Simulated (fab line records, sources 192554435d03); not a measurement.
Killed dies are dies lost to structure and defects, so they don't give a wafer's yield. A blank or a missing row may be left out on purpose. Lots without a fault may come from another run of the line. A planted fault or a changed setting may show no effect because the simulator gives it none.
Which tool did it? | flow n5_finfet | 12 lots, 36 wafers sampled, at 4 steps of a route of 1938

WHAT THE GAUGES READ, wafer by wafer
N5_STI_FIN_REVEAL_CD_MEAS_22: target cd 6.238 nm, pitch 28 nm.
lot  | measured    | on        | cd_nm (nm)
L075 | day 2 18:27 | cd_sem-01 | 6.1 6.1 6.0
L077 | day 3 07:21 | cd_sem-02 | 5.7 6.5 5.9
L079 | day 3 18:38 | cd_sem-02 | 6.8 6.4 6.4
L081 | day 4 06:19 | cd_sem-02 | 6.3 6.1 6.2
L083 | day 4 19:05 | cd_sem-01 | 6.4 7.0 6.3
L085 | day 5 12:20 | cd_sem-02 | 5.9 6.2 6.6
L087 | day 5 18:19 | cd_sem-02 | 6.7 6.1 6.5
L089 | day 6 06:42 | cd_sem-01 | 6.2 6.7 6.2
L091 | day 6 18:26 | cd_sem-01 | 6.0 6.6 6.8
L093 | day 7 07:39 | cd_sem-02 | 6.3 6.0 6.3
L095 | day 7 20:12 | cd_sem-02 | 6.7 5.8 6.1
L097 | day 8 07:44 | cd_sem-01 | 6.7 6.5 6.7

WHICH TOOL RAN EACH LOT (tool, then ch and the chambers of the sampled wafers, then the start)
lot  | N5_STI_FIN_REVEAL_ETCH_34       | N5_STI_FIN_REVEAL_OXIDATION_31      | N5_STI_FIN_REVEAL_OXIDATION_33
L075 | rie_si-02 ch 1,2,3, day 2 17:53 | plasma_asher-02 ch 0,1, day 2 17:56 | plasma_asher-01 ch 0,1, day 2 18:17
L077 | rie_si-01 ch 1,2,3, day 3 06:46 | plasma_asher-02 ch 0,1, day 3 06:50 | plasma_asher-02 ch 0,1, day 3 07:11
L079 | rie_si-02 ch 1,2,3, day 3 18:04 | plasma_asher-01 ch 0,1, day 3 18:08 | plasma_asher-01 ch 0,1, day 3 18:29
L081 | rie_si-01 ch 0,1,3, day 4 05:44 | plasma_asher-01 ch 0,1, day 4 05:47 | plasma_asher-01 ch 0,1, day 4 06:08
L083 | rie_si-01 ch 1,2, day 4 18:30   | plasma_asher-02 ch 0,1, day 4 18:35 | plasma_asher-02 ch 0,1, day 4 18:56
L085 | rie_si-01 ch 0,1, day 5 11:46   | plasma_asher-02 ch 0,1, day 5 11:50 | plasma_asher-01 ch 0,1, day 5 12:11
L087 | rie_si-03 ch 0,1,2, day 5 17:44 | plasma_asher-02 ch 0,1, day 5 17:47 | plasma_asher-02 ch 0,1, day 5 18:08
L089 | rie_si-03 ch 1,3, day 6 06:08   | plasma_asher-01 ch 0,1, day 6 06:11 | plasma_asher-01 ch 0,1, day 6 06:32
L091 | rie_si-01 ch 0,1,3, day 6 17:52 | plasma_asher-01 ch 0,1, day 6 17:55 | plasma_asher-02 ch 0,1, day 6 18:16
L093 | rie_si-03 ch 1,2, day 7 07:04   | plasma_asher-02 ch 0,1, day 7 07:07 | plasma_asher-02 ch 0,1, day 7 07:29
L095 | rie_si-01 ch 1,2,3, day 7 19:35 | plasma_asher-02 ch 0,1, day 7 19:39 | plasma_asher-01 ch 0,1, day 7 20:02
L097 | rie_si-03 ch 1,3, day 8 07:09   | plasma_asher-02 ch 0,1, day 8 07:13 | plasma_asher-02 ch 0,1, day 8 07:34
- N5_STI_FIN_REVEAL_ETCH_34: etches Si in H2, material Si, target depth 0.97 nm.
- N5_STI_FIN_REVEAL_OXIDATION_31: chemistry O2 PLASMA REMOTE, time 20 s.
- N5_STI_FIN_REVEAL_OXIDATION_33: chemistry O2 PLASMA REMOTE, time 20 s.

THE ANSWER, worked out from the rows above alone
Rule: what is usual is taken from the lots themselves. Put in order of their means at a reading, lots are off if they are a third of the lots or fewer, leave a main group of 4 or more, and stand apart from it by a gap of 3 or more times the standard deviation of the main group's means; of several such gaps the widest counts. A main group whose means are all the same, to the digits that the tables above print for the reading, isn't used. A lot without any number at a reading at which 4 lots or more have one is off too. The other lots that the step has rows for count as sound.
No lot is off at any reading shown: from this, nothing can be told.

WHAT THE SIMULATOR HAD PUT IN
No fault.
